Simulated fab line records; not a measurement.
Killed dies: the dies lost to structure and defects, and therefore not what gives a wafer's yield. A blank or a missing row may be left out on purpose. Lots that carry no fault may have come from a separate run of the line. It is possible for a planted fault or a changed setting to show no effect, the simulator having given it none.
fab line records	flow n5-finfet
record: lots: 24	wafers: 72	last-day: 18
route steps=1938 shown BEOL_M5@1169 BEOL_M6@1208
lots that met no fault: from a run of the same line without faults
start-h: start of the lot's first displayed wafer, in hours after the record's first day	wait-h: hours elapsed since this lot's preceding step	" unchanged from the row above	L1.1+2: a single row standing in for several wafers	- no value, or no start was given	* or withheld: withheld	< > ~ a bound
route shown NAME@n: a module of which the file shows steps, and the number in the route of the first	usual: mean/standard deviation taken from wafers without a fault	same: alike in all rows	chamber/n: place in a boat	sites: each site's reading	_std_site: how widely they spread, as a standard deviation	_edge_site: outer sites' mean less inner sites'	radius-mm: how far each site lies from the wafer's centre	mask NAME#n: copy n	behind: the tool/chamber that last shaped the wafer	hold: the reason the lot was held/the length of the hold in hours/how it ended	device: which transistor (n, p or np) failed to switch	end of line: the same wafers' tests at the end of the route	step lacking rows: just its recipe	killed: dies lost to structure and defects at the first sort, not the wafer's yield	map: per-die view of a wafer (x killed, . not killed, _ where there is no die)
set.NAME: setting as actually run; set.NAME@STEP: the setting as run at that earlier step	model.NAME: the simulator's own value behind a step, which no gauge read
the route's steps for a sample of lots (tables are steps, rows are wafers)
services: the hour from which a tool's chamber was out of use, counted from the record's first day as start-h (under 0 if before that day), plus the number of hours and why
== steps ==
step: N5_BEOL_M5_CURE_80
recipe: temp-c: 370	time-s: 120	ambient: DMADMS/He	material: SiCOH_lowk
usual: lamp-power-pct: 52.31/0.052	wafer_temp_C_max: 371.8/0.49
lot.wafer	tool	chamber	start-h	wait-h	lamp-power-pct	wafer_temp_C_max
L074.3	uv-cure-02	2	168.14	0.1	52.31	371.5
L074.4	"	2	"	"	52.36	372.0
L074.5	"	2	"	"	52.36	371.7
L076.4	uv-cure-01	0	182.07	0.2	52.34	373.0
L076.5	"	0	"	"	52.25	372.0
L076.6	"	0	"	"	52.33	371.7
L075.2	uv-cure-02	0	182.33	0.1	52.29	371.6
L075.5	"	0	"	"	52.19	371.4
L075.6	"	0	"	"	52.25	371.8
L077.2	uv-cure-01	2	189.65	0.1	52.37	372.6
L077.3	"	2	"	"	52.33	371.8
L077.4	"	2	"	"	52.24	372.3
L079.4	uv-cure-03	0	194.87	0.2	52.32	372.0
L079.5	"	0	"	"	52.23	371.2
L079.6	"	0	"	"	52.23	372.0
L078.2	uv-cure-03	1	195.07	0.2	52.28	371.3
L078.4	"	1	"	"	52.33	370.7
L078.6	"	1	"	"	52.26	371.4
L080.2	uv-cure-02	1	214.22	0.1	52.35	371.7
L080.5	"	1	"	"	52.29	371.9
L080.6	"	1	"	"	52.24	372.3
L081.2	uv-cure-02	0	221.25	0.1	52.33	371.6
L081.3	"	0	"	"	52.31	371.6
L081.5	"	0	"	"	52.28	371.7
L082.2	uv-cure-03	0	234.27	0.1	52.29	371.6
L082.4	"	0	"	"	52.25	371.7
L082.5	"	0	"	"	52.30	371.4
L083.2	uv-cure-01	0	242.36	0.1	52.29	372.1
L083.3	"	0	"	"	52.40	372.3
L083.6	"	0	"	"	52.32	372.3
L084.1	uv-cure-01	0	245.81	0.0	52.26	371.9
L084.5	"	0	"	"	52.34	372.1
L084.6	"	0	"	"	52.35	371.9
L086.2	uv-cure-01	2	251.14	0.1	52.31	372.6
L086.3	"	2	"	"	52.36	372.3
L086.5	"	2	"	"	52.37	372.2
L085.3	uv-cure-02	1	251.37	0.1	52.23	372.0
L085.4	"	1	"	"	52.29	371.8
L085.5	"	1	"	"	52.35	372.0
L088.1	uv-cure-03	0	260.98	0.0	52.38	372.0
L088.2	"	0	"	"	52.36	371.4
L088.3	"	0	"	"	52.38	372.0
L087.3	uv-cure-02	0	261.36	0.1	52.32	371.8
L087.5	"	0	"	"	52.24	372.0
L087.6	"	0	"	"	52.29	371.4
L089.1	uv-cure-02	2	276.10	2.0	52.31	371.2
L089.3	"	2	"	"	52.28	371.2
L089.6	"	2	"	"	52.43	371.7
L091.1	uv-cure-02	0	279.04	1.4	52.23	372.0
L091.3	"	0	"	"	52.38	371.7
L091.4	"	0	"	"	52.23	372.1
L090.2	uv-cure-03	0	281.95	0.1	52.35	371.2
L090.3	"	0	"	"	52.25	372.0
L090.6	"	0	"	"	52.34	371.4
L092.1	uv-cure-03	1	288.10	0.0	52.26	371.5
L092.3	"	1	"	"	52.35	371.4
L092.6	"	1	"	"	52.33	371.3
L093.1	uv-cure-03	0	297.89	0.0	52.22	372.3
L093.3	"	0	"	"	52.40	371.8
L093.6	"	0	"	"	52.40	371.7
L094.2	uv-cure-01	1	298.45	0.1	52.32	372.1
L094.3	"	1	"	"	52.31	372.1
L094.6	"	1	"	"	52.34	372.5
L095.1	uv-cure-03	0	312.62	0.0	52.18	371.3
L095.2	"	0	"	"	52.24	371.4
L095.5	"	0	"	"	52.27	371.3
L096.1	uv-cure-02	0	315.31	0.0	52.29	371.0
L096.3	"	0	"	"	52.18	371.6
L096.4	"	0	"	"	52.23	371.2
L097.1	uv-cure-01	2	322.32	0.0	52.37	372.1
L097.2	"	2	"	"	52.30	373.0
L097.5	"	2	"	"	52.31	372.5
step: N5_BEOL_M5_SPUTTER_88
recipe: material: Cu	target-thk-a: 150	temp-c: -20	chamber-pressure-pa: 0.07	power-w: withheld	time-s: 27.62
usual: chamber-pressure-pa: 0.06999/0.00013	throttle-valve-pct: 29.9/1.1
lot.wafer	tool	chamber	start-h	wait-h	chamber-pressure-pa	throttle-valve-pct
L074.3	pvd-sputter-03	-	172.78	0.5	0.07011	27.4
L074.4	"	-	"	"	0.07006	30.2
L074.5	"	-	"	"	0.06975	30.5
L076.4	pvd-sputter-03	-	186.21	0.5	0.07022	30.1
L076.5	"	-	"	"	0.07017	28.5
L076.6	"	-	"	"	0.07012	30.0
L077.2	pvd-sputter-02	-	193.76	0.5	0.07017	31.0
L077.3	"	-	"	"	0.07018	30.9
L077.4	"	-	"	"	0.07011	30.5
L079.4	pvd-sputter-02	-	198.99	0.5	0.06984	29.8
L079.5	"	-	"	"	0.07037	30.8
L079.6	"	-	"	"	0.0699	29.5
L078.2	pvd-sputter-03	-	200.34	0.6	0.06985	28.7
L078.4	"	-	"	"	0.06978	30.2
L078.6	"	-	"	"	0.06985	30.3
L075.2	pvd-sputter-01	-	203.20	0.5	0.06991	28.1
L075.5	"	-	"	"	0.07027	30.7
L075.6	"	-	"	"	0.06976	28.0
L080.2	pvd-sputter-02	-	219.33	0.5	0.06986	31.0
L080.5	"	-	"	"	0.06964	30.9
L080.6	"	-	"	"	0.06996	29.8
L081.2	pvd-sputter-01	-	226.40	0.5	0.07015	30.7
L081.3	"	-	"	"	0.06985	29.3
L081.5	"	-	"	"	0.07002	29.5
L082.2	pvd-sputter-03	-	239.68	0.5	0.07006	28.8
L082.4	"	-	"	"	0.06999	30.3
L082.5	"	-	"	"	0.06988	28.9
L083.2	pvd-sputter-03	-	246.72	0.5	0.06993	30.2
L083.3	"	-	"	"	0.06984	27.0
L083.6	"	-	"	"	0.06997	30.7
L084.1	pvd-sputter-01	-	252.41	0.5	0.06992	29.4
L084.5	"	-	"	"	0.06992	30.6
L084.6	"	-	"	"	0.06985	29.3
L086.2	pvd-sputter-01	-	256.84	0.5	0.06987	29.7
L086.3	"	-	"	"	0.06991	30.8
L086.5	"	-	"	"	0.06975	30.5
L085.3	pvd-sputter-02	-	257.24	0.5	0.06986	31.1
L085.4	"	-	"	"	0.06999	31.2
L085.5	"	-	"	"	0.07007	29.6
L088.1	pvd-sputter-01	-	266.03	0.5	0.07004	30.7
L088.2	"	-	"	"	0.06993	28.2
L088.3	"	-	"	"	0.07004	30.4
L087.3	pvd-sputter-02	-	266.19	0.5	0.07001	30.6
L087.5	"	-	"	"	0.06999	31.1
L087.6	"	-	"	"	0.06987	29.9
L089.1	pvd-sputter-01	-	280.52	0.5	0.06989	29.5
L089.3	"	-	"	"	0.06999	30.4
L089.6	"	-	"	"	0.06986	30.8
L091.1	pvd-sputter-03	-	285.19	0.5	0.07001	28.7
L091.3	"	-	"	"	0.07	27.4
L091.4	"	-	"	"	0.07	30.6
L090.2	pvd-sputter-02	-	286.32	0.5	0.0702	30.6
L090.3	"	-	"	"	0.06991	31.0
L090.6	"	-	"	"	0.06998	31.0
L092.1	pvd-sputter-01	-	293.21	0.5	0.07003	30.4
L092.3	"	-	"	"	0.0703	29.4
L092.6	"	-	"	"	0.07005	29.2
L093.1	pvd-sputter-02	-	302.19	0.5	0.07013	30.8
L093.3	"	-	"	"	0.06995	29.6
L093.6	"	-	"	"	0.06984	30.7
L094.2	pvd-sputter-01	-	304.05	0.5	0.07002	29.4
L094.3	"	-	"	"	0.06985	30.5
L094.6	"	-	"	"	0.07014	29.5
L095.1	pvd-sputter-01	-	318.26	0.5	0.07021	28.3
L095.2	"	-	"	"	0.06999	30.6
L095.5	"	-	"	"	0.06996	28.2
L096.1	pvd-sputter-02	-	319.97	0.5	0.06983	30.9
L096.3	"	-	"	"	0.06988	29.9
L096.4	"	-	"	"	0.07015	30.4
L097.1	pvd-sputter-03	-	328.36	0.5	0.07012	30.3
L097.2	"	-	"	"	0.06999	29.2
L097.5	"	-	"	"	0.07014	30.3
step: N5_BEOL_M5_ANNEAL_89
recipe: temp-c: 400	time-s: 1800	ambient: vacuum
usual: heater-power-w: 854/120
lot.wafer	tool	chamber	start-h	wait-h	heater-power-w
L074.3	pvd-sputter-03	-	172.86	0.0	746
L074.4	"	-	"	"	876
L074.5	"	-	"	"	727
L076.4	pvd-sputter-03	-	186.29	0.0	880
L076.5	"	-	"	"	885
L076.6	"	-	"	"	875
L077.2	pvd-sputter-02	-	193.84	0.0	1068
L077.3	"	-	"	"	859
L077.4	"	-	"	"	885
L079.4	pvd-sputter-02	-	199.07	0.0	1058
L079.5	"	-	"	"	843
L079.6	"	-	"	"	1074
L078.2	pvd-sputter-03	-	200.43	0.0	890
L078.4	"	-	"	"	717
L078.6	"	-	"	"	728
L075.2	pvd-sputter-01	-	203.28	0.0	815
L075.5	"	-	"	"	946
L075.6	"	-	"	"	835
L080.2	pvd-sputter-02	-	219.41	0.0	842
L080.5	"	-	"	"	840
L080.6	"	-	"	"	1043
L081.2	pvd-sputter-01	-	226.48	0.0	979
L081.3	"	-	"	"	692
L081.5	"	-	"	"	665
L082.2	pvd-sputter-03	-	239.76	0.0	882
L082.4	"	-	"	"	891
L082.5	"	-	"	"	869
L083.2	pvd-sputter-03	-	246.80	0.0	914
L083.3	"	-	"	"	799
L083.6	"	-	"	"	747
L084.1	pvd-sputter-01	-	252.49	0.0	674
L084.5	"	-	"	"	697
L084.6	"	-	"	"	678
L086.2	pvd-sputter-01	-	256.92	0.0	681
L086.3	"	-	"	"	706
L086.5	"	-	"	"	694
L085.3	pvd-sputter-02	-	257.32	0.0	1050
L085.4	"	-	"	"	865
L085.5	"	-	"	"	1069
L088.1	pvd-sputter-01	-	266.11	0.0	945
L088.2	"	-	"	"	806
L088.3	"	-	"	"	719
L087.3	pvd-sputter-02	-	266.27	0.0	845
L087.5	"	-	"	"	834
L087.6	"	-	"	"	1086
L089.1	pvd-sputter-01	-	280.60	0.0	676
L089.3	"	-	"	"	956
L089.6	"	-	"	"	716
L091.1	pvd-sputter-03	-	285.27	0.0	883
L091.3	"	-	"	"	765
L091.4	"	-	"	"	906
L090.2	pvd-sputter-02	-	286.40	0.0	881
L090.3	"	-	"	"	1032
L090.6	"	-	"	"	839
L092.1	pvd-sputter-01	-	293.29	0.0	965
L092.3	"	-	"	"	673
L092.6	"	-	"	"	680
L093.1	pvd-sputter-02	-	302.27	0.0	852
L093.3	"	-	"	"	1085
L093.6	"	-	"	"	1047
L094.2	pvd-sputter-01	-	304.13	0.0	688
L094.3	"	-	"	"	956
L094.6	"	-	"	"	692
L095.1	pvd-sputter-01	-	318.34	0.0	796
L095.2	"	-	"	"	706
L095.5	"	-	"	"	810
L096.1	pvd-sputter-02	-	320.05	0.0	1034
L096.3	"	-	"	"	1075
L096.4	"	-	"	"	897
L097.1	pvd-sputter-03	-	328.44	0.0	717
L097.2	"	-	"	"	889
L097.5	"	-	"	"	881
step: N5_BEOL_M5_ANNEAL_51
recipe: temp-c: 225	time-s: 90	ambient: N2
usual: anneal-temp-c-max: 226.6/0.3	wafer_temp_C_max: 226.0/0.46
lot.wafer	tool	chamber	start-h	wait-h	anneal-temp-c-max	wafer_temp_C_max
L074.3	rtp-anneal-02	0	174.16	0.1	226.5	226.6
L074.4	"	0	"	"	226.9	226.6
L074.5	"	0	"	"	226.8	226.4
L076.4	rtp-anneal-01	0	187.64	0.2	226.3	225.6
L076.5	"	0	"	"	226.5	226.1
L076.6	"	0	"	"	226.7	225.6
L077.2	rtp-anneal-02	0	195.10	0.1	226.8	226.5
L077.3	"	0	"	"	226.5	226.3
L077.4	"	0	"	"	226.1	226.0
L079.4	rtp-anneal-02	0	200.42	0.2	226.6	226.9
L079.5	"	0	"	"	226.7	226.3
L079.6	"	0	"	"	226.6	226.4
L078.2	rtp-anneal-02	0	201.82	0.1	226.8	226.0
L078.4	"	0	"	"	226.6	226.3
L078.6	"	0	"	"	226.3	226.5
L075.2	rtp-anneal-02	0	204.61	0.2	226.5	226.3
L075.5	"	0	"	"	226.8	226.3
L075.6	"	0	"	"	226.8	226.8
L080.2	rtp-anneal-01	0	220.66	0.1	226.6	225.7
L080.5	"	0	"	"	226.5	225.9
L080.6	"	0	"	"	226.6	225.5
L081.2	rtp-anneal-01	0	227.73	0.1	226.1	225.3
L081.3	"	0	"	"	226.1	225.3
L081.5	"	0	"	"	226.4	225.4
L082.2	rtp-anneal-01	0	241.01	0.1	226.7	225.5
L082.4	"	0	"	"	226.4	225.5
L082.5	"	0	"	"	226.1	225.6
L083.2	rtp-anneal-02	0	250.33	0.1	227.2	227.0
L083.3	"	0	"	"	226.8	226.7
L083.6	"	0	"	"	226.7	226.4
L084.1	rtp-anneal-01	0	253.70	0.1	226.6	225.5
L084.5	"	0	"	"	226.2	225.5
L084.6	"	0	"	"	226.5	225.7
L086.2	rtp-anneal-01	0	258.17	0.1	226.0	225.5
L086.3	"	0	"	"	226.5	225.4
L086.5	"	0	"	"	226.4	226.0
L085.3	rtp-anneal-02	0	258.62	0.1	226.4	226.5
L085.4	"	0	"	"	226.5	226.8
L085.5	"	0	"	"	226.5	226.9
L088.1	rtp-anneal-01	0	267.32	0.1	226.2	225.7
L088.2	"	0	"	"	227.0	225.6
L088.3	"	0	"	"	226.3	225.7
L087.3	rtp-anneal-02	0	267.57	0.1	226.6	226.7
L087.5	"	0	"	"	226.4	226.2
L087.6	"	0	"	"	226.5	226.9
L089.1	rtp-anneal-01	0	281.91	0.2	226.4	225.6
L089.3	"	0	"	"	226.4	225.7
L089.6	"	0	"	"	226.1	225.2
L091.1	rtp-anneal-01	0	286.48	0.1	226.7	225.8
L091.3	"	0	"	"	226.7	225.8
L091.4	"	0	"	"	226.9	225.8
L090.2	rtp-anneal-01	0	287.65	0.1	226.2	225.5
L090.3	"	0	"	"	226.5	225.5
L090.6	"	0	"	"	226.6	225.8
L092.1	rtp-anneal-02	0	294.50	0.1	227.0	226.4
L092.3	"	0	"	"	226.8	226.6
L092.6	"	0	"	"	226.9	226.5
L093.1	rtp-anneal-01	0	303.48	0.1	226.6	225.8
L093.3	"	0	"	"	226.3	225.8
L093.6	"	0	"	"	226.5	225.6
L094.2	rtp-anneal-01	0	305.39	0.1	226.3	225.7
L094.3	"	0	"	"	226.6	225.7
L094.6	"	0	"	"	225.9	225.4
L095.1	rtp-anneal-01	0	319.62	0.1	226.3	226.2
L095.2	"	0	"	"	226.7	225.7
L095.5	"	0	"	"	226.7	225.8
L096.1	rtp-anneal-01	0	321.26	0.1	226.5	225.4
L096.3	"	0	"	"	226.6	225.4
L096.4	"	0	"	"	226.2	225.5
L097.1	rtp-anneal-02	0	329.68	0.1	226.9	226.5
L097.2	"	0	"	"	227.2	226.6
L097.5	"	0	"	"	226.8	226.6
step: N5_BEOL_M6_OVL_MEAS_12
recipe: points-per-wafer: 44
usual: M6_OVL: -0.1/0.79
lot.wafer	tool	chamber	start-h	wait-h	M6_OVL[nm]
L074.3	overlay-02	0	177.46	0.0	-0.2
L074.4	"	0	"	"	0.8
L074.5	"	0	"	"	0.6
L076.4	overlay-02	0	189.79	0.0	0.7
L076.5	"	0	"	"	1.0
L076.6	"	0	"	"	0.9
L077.2	overlay-02	0	200.64	0.0	1.4
L077.3	"	0	"	"	-0.9
L077.4	"	0	"	"	0.3
L079.4	overlay-01	0	203.55	0.0	0.0
L079.5	"	0	"	"	-0.7
L079.6	"	0	"	"	-1.1
L078.2	overlay-02	0	204.86	0.0	1.5
L078.4	"	0	"	"	1.1
L078.6	"	0	"	"	1.2
L075.2	overlay-01	0	208.01	0.0	0.1
L075.5	"	0	"	"	-0.1
L075.6	"	0	"	"	-0.4
L080.2	overlay-02	0	224.32	0.0	-0.2
L080.5	"	0	"	"	0.3
L080.6	"	0	"	"	0.3
L081.2	overlay-01	0	230.07	0.0	0.2
L081.3	"	0	"	"	-0.7
L081.5	"	0	"	"	-0.7
L082.2	overlay-01	0	245.33	0.0	1.5
L082.4	"	0	"	"	1.5
L082.5	"	0	"	"	-0.4
L083.2	overlay-02	0	254.74	0.0	1.0
L083.3	"	0	"	"	1.0
L083.6	"	0	"	"	0.7
L084.1	overlay-02	0	256.37	0.0	-1.3
L084.5	"	0	"	"	-0.3
L084.6	"	0	"	"	-0.8
L086.2	overlay-02	0	260.78	0.0	-0.3
L086.3	"	0	"	"	-0.4
L086.5	"	0	"	"	-0.7
L085.3	overlay-01	0	261.47	0.0	-0.2
L085.4	"	0	"	"	-1.0
L085.5	"	0	"	"	0.0
L088.1	overlay-01	0	270.98	0.0	0.8
L088.2	"	0	"	"	0.5
L088.3	"	0	"	"	0.1
L087.3	overlay-02	0	271.15	0.0	-0.4
L087.5	"	0	"	"	0.7
L087.6	"	0	"	"	1.0
L089.1	overlay-01	0	284.73	0.0	-0.5
L089.3	"	0	"	"	0.0
L089.6	"	0	"	"	-0.4
L091.1	overlay-01	0	289.60	0.0	1.0
L091.3	"	0	"	"	0.8
L091.4	"	0	"	"	1.0
L090.2	overlay-01	0	291.74	0.0	0.0
L090.3	"	0	"	"	0.1
L090.6	"	0	"	"	0.1
L092.1	overlay-01	0	297.93	0.0	-0.8
L092.3	"	0	"	"	0.4
L092.6	"	0	"	"	-0.9
L093.1	overlay-01	0	307.08	0.0	-1.3
L093.3	"	0	"	"	-0.1
L093.6	"	0	"	"	-0.6
L094.2	overlay-02	0	308.04	0.0	-1.3
L094.3	"	0	"	"	-0.7
L094.6	"	0	"	"	-1.4
L095.1	overlay-01	0	322.62	0.0	-0.7
L095.2	"	0	"	"	-1.0
L095.5	"	0	"	"	0.0
L096.1	overlay-02	0	323.38	0.0	0.1
L096.3	"	0	"	"	-0.2
L096.4	"	0	"	"	0.3
L097.1	overlay-01	0	334.26	0.0	-1.0
L097.2	"	0	"	"	-1.6
L097.5	"	0	"	"	-0.5
step: N5_BEOL_M6_CD_MEAS_28
recipe: target-cd-nm: 40	landing-energy-ev: 500	detector: se-inlens
usual: cd-nm: 39.94/0.22
lot.wafer	tool	chamber	start-h	wait-h	cd-nm
L074.3	cd-sem-02	0	181.14	-	39.71
L074.4	"	0	"	"	39.70
L074.5	"	0	"	"	39.90
L076.4	cd-sem-02	0	193.68	-	39.52
L076.5	"	0	"	"	40.25
L076.6	"	0	"	"	39.77
L077.2	cd-sem-01	0	201.92	-	40.19
L077.3	"	0	"	"	39.85
L077.4	"	0	"	"	40.31
L079.4	cd-sem-02	0	204.48	-	39.95
L079.5	"	0	"	"	39.51
L079.6	"	0	"	"	40.14
L078.2	cd-sem-01	0	206.79	-	40.04
L078.4	"	0	"	"	40.22
L078.6	"	0	"	"	39.95
L075.2	cd-sem-03	0	209.24	-	39.90
L075.5	"	0	"	"	39.50
L075.6	"	0	"	"	40.05
L080.2	cd-sem-02	0	225.32	-	40.07
L080.5	"	0	"	"	39.79
L080.6	"	0	"	"	39.69
L081.2	cd-sem-02	0	231.29	-	39.84
L081.3	"	0	"	"	40.21
L081.5	"	0	"	"	39.75
L082.2	cd-sem-02	0	247.81	-	39.83
L082.4	"	0	"	"	40.12
L082.5	"	0	"	"	40.25
L083.2	cd-sem-01	0	258.27	-	40.14
L083.3	"	0	"	"	39.69
L083.6	"	0	"	"	39.57
L084.1	cd-sem-02	0	258.44	-	39.97
L084.5	"	0	"	"	39.94
L084.6	"	0	"	"	39.66
L086.2	cd-sem-02	0	261.73	-	40.00
L086.3	"	0	"	"	39.85
L086.5	"	0	"	"	39.83
L085.3	cd-sem-01	0	262.52	-	39.75
L085.4	"	0	"	"	39.80
L085.5	"	0	"	"	39.71
L087.3	cd-sem-02	0	273.15	-	39.40
L087.5	"	0	"	"	40.00
L087.6	"	0	"	"	40.05
L088.1	cd-sem-01	0	273.20	-	39.72
L088.2	"	0	"	"	40.28
L088.3	"	0	"	"	40.11
L089.1	cd-sem-01	0	286.05	-	40.12
L089.3	"	0	"	"	40.12
L089.6	"	0	"	"	39.57
L091.1	cd-sem-01	0	290.90	-	40.24
L091.3	"	0	"	"	39.99
L091.4	"	0	"	"	40.23
L090.2	cd-sem-03	0	292.71	-	39.84
L090.3	"	0	"	"	39.84
L090.6	"	0	"	"	39.97
L092.1	cd-sem-03	0	302.58	-	40.01
L092.3	"	0	"	"	39.80
L092.6	"	0	"	"	40.07
L093.1	cd-sem-03	0	308.98	-	40.14
L093.3	"	0	"	"	39.88
L093.6	"	0	"	"	39.82
L094.2	cd-sem-01	0	309.03	-	40.20
L094.3	"	0	"	"	40.08
L094.6	"	0	"	"	40.47
L095.1	cd-sem-01	0	324.06	-	39.87
L095.2	"	0	"	"	39.66
L095.5	"	0	"	"	39.56
L096.1	cd-sem-01	0	324.53	-	40.02
L096.3	"	0	"	"	39.70
L096.4	"	0	"	"	40.09
L097.1	cd-sem-01	0	337.23	-	39.86
L097.2	"	0	"	"	40.08
L097.5	"	0	"	"	39.92
== services ==
tool	chamber	start-h	hours	kind
rtp-anneal-01	-	213.17	4.2	pm
uv-cure-03	-	221.96	2.1	pm
uv-cure-02	-	231.23	0.5	repair
uv-cure-03	-	252.88	0.7	repair
uv-cure-01	-	270.30	28.1	pm
uv-cure-03	-	273.61	7.5	repair
uv-cure-03	-	313.65	1.0	pm
uv-cure-03	-	314.65	2.8	pm
uv-cure-02	-	324.05	0.2	repair
== key ==
fault none
